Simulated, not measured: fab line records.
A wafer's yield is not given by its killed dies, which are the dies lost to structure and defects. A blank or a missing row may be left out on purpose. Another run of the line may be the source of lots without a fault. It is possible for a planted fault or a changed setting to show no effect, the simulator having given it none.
Matching of chambers -- flow n5Finfet -- N5_SD_EPI_P_ETCH_16 on rieDiel-02: 4 sister chambers
The step etches SiO2 in CHF3/O2, target depth 5 nm. 4 wafers are shown with their chamber, then 9 later ones without.

## EACH WAFER AND ITS CHAMBER
wafer,chamber,showerheadPlenumPTorr (Torr)
L078.5,2,2.37
L085.2,3,2.49
L085.4,1,2.38
L085.5,0,2.40

## WAFERS WITHOUT THEIR CHAMBER
wafer,showerheadPlenumPTorr (Torr)
L087.1,2.48
L087.2,2.38
L087.3,2.39
L089.1,2.48
L089.3,2.36
L089.6,2.48
L092.1,2.36
L092.2,2.48
L092.3,2.39

## WHICH CHAMBER EACH WENT THROUGH
wafer,from the rows above,in truth
L087.1,3,3
L087.2,can't be placed: 1 or 2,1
L087.3,can't be placed: 0 or 1 or 2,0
L089.1,3,3
L089.3,can't be placed: 2 or 1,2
L089.6,3,3
L092.1,can't be placed: 2 or 1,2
L092.2,3,3
L092.3,can't be placed: 0 or 1 or 2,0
4 of 9 placed correctly. Not placeable from these rows: 5 (in 5, the candidates include the true chamber). 0 placed wrongly.
How it was worked out, from the rows above alone: a wafer's distance from a chamber is the root of the sum, over the readings, of the square of ((its reading less the chamber's mean) divided by the reading's scatter). If the next closest chamber is less than 2 further off than the closest, the wafer can't be placed; otherwise it belongs to the closest. The mean given for a chamber averages the wafers shown for that chamber. The scatter: with one shown wafer a chamber, the root of the mean of the squares of how far each hidden wafer lies from its nearest shown one.
